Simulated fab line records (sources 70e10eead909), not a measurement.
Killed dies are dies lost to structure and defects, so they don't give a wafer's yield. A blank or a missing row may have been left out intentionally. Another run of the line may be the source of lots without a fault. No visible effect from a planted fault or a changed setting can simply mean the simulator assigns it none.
Matching of chambers	flow nandHarc	NHARC_P_GATE_DEP_103 on pecvd-01: 3 sister chambers
The step deposits SiON, target thk 30 nm. 3 wafers are shown with their chamber, then 7 later ones without.

WAFERS WITH THEIR CHAMBER
wafer	chamber	heaterPowerW (W)
L219.5	2	749
L222.1	1	770
L222.2	0	695

WAFERS MISSING THEIR CHAMBER
wafer	heaterPowerW (W)
L222.3	662
L221.1	733
L221.3	759
L221.5	728
L227.1	721
L227.3	732
L227.4	711

WHICH CHAMBER EACH ONE RAN IN
wafer	from the rows above	in truth
L222.3	0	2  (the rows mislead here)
L221.1	can't be placed: 2 or 1 or 0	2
L221.3	can't be placed: 2 or 1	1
L221.5	can't be placed: 2 or 0 or 1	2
L227.1	can't be placed: 0 or 2 or 1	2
L227.3	can't be placed: 2 or 0 or 1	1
L227.4	can't be placed: 0 or 2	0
Correctly placed: 0 of 7. Not placeable from these rows: 6 (in 6, the candidates include the true chamber). Placed wrongly: 1.
How it was worked out, from the rows above alone: a wafer's distance from a chamber is the root of the sum, over the readings, of the square of ((its reading less the chamber's mean) divided by the reading's scatter). If the next closest chamber is less than 2 further off than the closest, the wafer can't be placed; otherwise it belongs to the closest. A chamber's mean is the mean of its shown wafers. The scatter: with one shown wafer a chamber, the root of the mean of the squares of how far each hidden wafer lies from its nearest shown one.
